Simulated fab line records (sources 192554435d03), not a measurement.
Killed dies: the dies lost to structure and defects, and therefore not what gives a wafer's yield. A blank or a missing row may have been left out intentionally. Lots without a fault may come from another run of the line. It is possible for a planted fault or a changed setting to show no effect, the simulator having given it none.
A single fault, viewed from 2 desks ; flow n5 finfet ; only its own numbers are on each desk; what lay behind them is given at the end

## FROM THE METROLOGY DESK
Lot by lot, what the gauges showed, no matter which tool ran the lot: averages of those sampled wafers that carry a number. Any lot whose mean is over 4 standard deviations away from the usual mean is out of limits and marked OUT; that distance is given in the brackets. Of its 10 readings 7 are shown: those that lie furthest out on some lot.
Columns: A = DIBL_N at N5_BEOL_M4_RC_MEAS_101, usual 36.5 mV/V; B = DIBL_P at N5_BEOL_M4_RC_MEAS_101, usual 36.3 mV/V; C = IOFF_N at N5_BEOL_M4_RC_MEAS_101, usual 0.16 nA/um; D = ION_N at N5_BEOL_M4_RC_MEAS_101, usual 676 uA/um; E = ION_P at N5_BEOL_M4_RC_MEAS_101, usual 462 uA/um; F = SS_N at N5_BEOL_M4_RC_MEAS_101, usual 71.5 mV/dec; G = VT_N at N5_BEOL_M4_RC_MEAS_101, usual 249 mV
lot;first seen here;A;B;C;D;E;F;G
L392;day 8 15:58;37.5;36.8;0.18;679;462;71.5;248
L405;day 11 11:45;36.8;37.8;0.21;689;464;72.4;245
L407;day 11 19:35;35.5;35.1;0.14;666;454;72.0;252
L413;day 13 22:43;35.9;35.6;0.14;676;470;71.3;250
Finding of this desk: none of the 4 lots has anything out of limits.

## TOOL OWNER'S DESK, ald sin-02
The tool's own readings at N5_BEOL_M0_SAQP_ALD_48 (deposits SiO2, target thk 20 nm, pulse time 1 s, co reactant pulse time 1 s): means of the sampled wafers that have a number, for each lot that ran on this tool. Any lot whose mean is over 4 standard deviations away from the usual mean is out of limits and marked OUT; that distance is given in the brackets.
Columns: A = heater power w at N5_BEOL_M0_SAQP_ALD_48, usual 78 W; B = precursor pulse height rel at N5_BEOL_M0_SAQP_ALD_48, usual 0.999; C = susceptor temp C at N5_BEOL_M0_SAQP_ALD_48, usual 100.00 C
lot;first seen here;A;B;C
L392;day 5 20:40;79;0.991;99.84
L405;day 9 04:03;80;1.005;100.06
L407;day 9 15:09;79;0.978;99.99
Finding of this desk: none of the 3 lots has anything out of limits.

## ALL TOGETHER
At the metrology desk, nothing out of limits was observed.
The desk of the tool owner found nothing out of limits.

## WHAT WAS PUT IN BY THE SIMULATOR
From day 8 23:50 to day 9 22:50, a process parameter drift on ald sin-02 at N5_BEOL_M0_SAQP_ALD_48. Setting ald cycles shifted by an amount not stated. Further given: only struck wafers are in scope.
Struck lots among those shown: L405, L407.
